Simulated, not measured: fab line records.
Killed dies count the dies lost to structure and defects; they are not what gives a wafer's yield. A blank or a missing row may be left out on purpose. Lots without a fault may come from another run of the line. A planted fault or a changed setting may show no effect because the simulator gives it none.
Which tool did it? | flow n5-finfet | route of 1938 steps, sampled at 1 step: 11 lots, 33 wafers

== WHAT THE GAUGES READ, wafer by wafer ==
N5_BEOL_M14_OVL_MEAS_11.
lot  | measured     | on         | V13_OVL (nm)
L205 | day 11 02:32 | overlay-02 | 2 11 7
L206 | day 11 10:49 | overlay-02 | 5 1 6
L207 | day 11 19:20 | overlay-01 | -1 1 9
L209 | day 12 20:22 | overlay-01 | -10 -6 -5
L215 | day 14 03:18 | overlay-02 | 5 15 14
L216 | day 14 09:54 | overlay-02 | 2 1 0
L222 | day 15 20:37 | overlay-02 | -1 -4 2
L226 | day 16 21:30 | overlay-01 | 22 5 8
L225 | day 16 23:44 | overlay-01 | -6 -7 -8
L227 | day 17 09:45 | overlay-02 | 3 7 7
L228 | day 17 12:33 | overlay-01 | 6 16 10

== WHAT TOOL EACH LOT RAN ON (gives the tool, then ch and the chambers of the sampled wafers, and finally the start) ==
No process step before these readings appears in the record.

== THE ANSWER, worked out from the rows above alone ==
Rule: the lots themselves supply what counts as usual. The widest of any qualifying gaps counts: lots, ordered by their means at a reading, are off when they make up no more than a third of the lots, leave a main group of 4 or more, and stand apart from it by 3 or more times the standard deviation of that group's means. If all means in a main group match to the digits the tables above print for the reading, that group is not used. A lot without any number at a reading at which 4 lots or more have one is off too. Where the step has rows for the other lots, those lots are counted as sound.
No lot is off at any reading shown: from this, nothing can be told.

== WHAT THE SIMULATOR HAD PUT IN ==
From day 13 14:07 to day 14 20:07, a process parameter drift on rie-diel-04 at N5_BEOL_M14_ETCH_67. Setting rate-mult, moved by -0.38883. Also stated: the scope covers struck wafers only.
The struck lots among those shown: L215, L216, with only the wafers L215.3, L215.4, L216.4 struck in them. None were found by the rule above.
